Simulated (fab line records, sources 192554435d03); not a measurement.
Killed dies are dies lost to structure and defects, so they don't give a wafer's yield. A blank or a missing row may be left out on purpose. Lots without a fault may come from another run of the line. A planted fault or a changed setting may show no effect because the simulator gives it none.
Split-lot experiment | flow n5_finfet | 7 lots, 21 wafers read, on a route of 1938 steps

THE SPLIT
At N5_FIN_CUT_ETCH_21 (etches SOC in N2/H2, target depth 219 nm, overetch 43.8 nm, time 523.5 s), the setting time_s was moved away from the recipe's 523.5 s on 8 of the 21 wafers read, by -14.4% to +18.9%. The other wafers ran this setting at the recipe's value.

The reading is taken at the split's own step.

THE READING
SiARC_of_FIN_CUT_COAT_19.thk_nm (the simulator's own value, which no gauge read), in nm, at N5_FIN_CUT_ETCH_21 (etches SOC in N2/H2, target depth 219 nm, overetch 43.8 nm, time 523.5 s). The file gives no usual value for it. The 13 wafers here that ran the recipe average 11.9 nm, standard deviation 0.15 nm.

wafer  | tool, chamber at the split | time_s as run, s | against the recipe | SiARC_of_FIN_CUT_COAT_19.thk_nm, nm | against lot-mates on the recipe
L074.2 | rie_diel-06, 0             | 523.5            | recipe             | 12                                  | -
L074.3 | rie_diel-06, 2             | 523.5            | recipe             | 12.2                                | -
L074.5 | rie_diel-06, 2             | 523.5            | recipe             | 12.2                                | -
L078.3 | rie_diel-06, 2             | 523.5            | recipe             | 12                                  | -
L078.5 | rie_diel-06, 2             | 480.1            | -8.3%              | 12.6                                | +0.6
L078.6 | rie_diel-06, 1             | 480.1            | -8.3%              | 12.2                                | +0.2
L082.3 | rie_diel-02, 3             | 467.4            | -10.7%             | 12.8                                | +1.0
L082.5 | rie_diel-02, 0             | 523.5            | recipe             | 11.8                                | -
L082.6 | rie_diel-02, 1             | 467.4            | -10.7%             | 12.6                                | +0.8
L085.1 | rie_diel-02, 2             | 523.5            | recipe             | 11.8                                | -
L085.6 | rie_diel-02, 2             | 523.5            | recipe             | 11.8                                | -
L085.2 | rie_diel-02, 3             | 558.7            | +6.7%              | 11.6                                | -0.2
L090.2 | rie_diel-05, 1,2           | 523.5            | recipe             | 11.8                                | -
L090.4 | rie_diel-05, 1,2           | 523.5            | recipe             | 11.8                                | -
L090.5 | rie_diel-05, 1             | 622.7            | +18.9%             | 10.2                                | -1.6
L091.2 | rie_diel-02, 0             | 523.5            | recipe             | 11.8                                | -
L091.3 | rie_diel-02, 1             | 447.9            | -14.4%             | 13                                  | +1.2
L091.5 | rie_diel-02, 1             | 447.9            | -14.4%             | 13                                  | +1.2
L094.3 | rie_diel-05, 3,1,3         | 523.5            | recipe             | 11.8                                | -
L094.4 | rie_diel-05, 3,1,3         | 523.5            | recipe             | 11.8                                | -
L094.5 | rie_diel-05, 3,1,3         | 523.5            | recipe             | 11.8                                | -
Where a row lists several chambers, the file gives one row for several wafers and doesn't say which wafer went through which chamber.

THE FIT
A straight line over all 21 wafers: SiARC_of_FIN_CUT_COAT_19.thk_nm changes by -0.0778 nm for each +1% of time_s; r = -0.96; the points scatter about the line by 0.17 nm.
The same after taking each lot's own level away (the mean of its wafers on the recipe; 21 wafers): -0.0776 nm for each +1%; r = -0.97; scatter 0.14 nm.
On that fit, the largest move of time_s shifts the reading by 1.5 nm.
The lots' own levels span 11.80 to 12.13 nm, that is 2.2 times the standard deviation above.
So the lot-to-lot level changes the slope little: the two slopes agree.
Check: with one of the wafers moved furthest among these (+18.9%) left out of the fit, the line predicts -1.37 nm for it against its lot-mates. It came out at -1.6 nm against them.

OTHER SPLITS ON THESE WAFERS
These wafers also went through other splits before the reading. Each is held against what the fit with the lots' levels taken away leaves over:
other split on the same wafers                    | wafers away from the commonest value | r with SiARC_of_FIN_CUT_COAT_19.thk_nm (lot level and that fit taken away)
N5_WELL_APT_COAT_02 spin_rpm                      | 9                                    | +0.09
N5_WELL_APT_EXPOSE_05 dose_mj                     | 5                                    | -0.21
N5_PMOS_HMC_CHANNEL_EPI_PEB_07 peb_time_s         | 6                                    | -0.16
N5_PMOS_HMC_CHANNEL_EPI_DEVELOP_08 develop_time_s | 7                                    | -0.06
N5_FIN_SAQP_ETCH_65 time_s                        | 4                                    | -0.08

THE FILE'S OWN FIT
SiARC_of_FIN_CUT_COAT_19.thk_nm changes by -0.0778 nm for each +1% of time_s, r = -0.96.
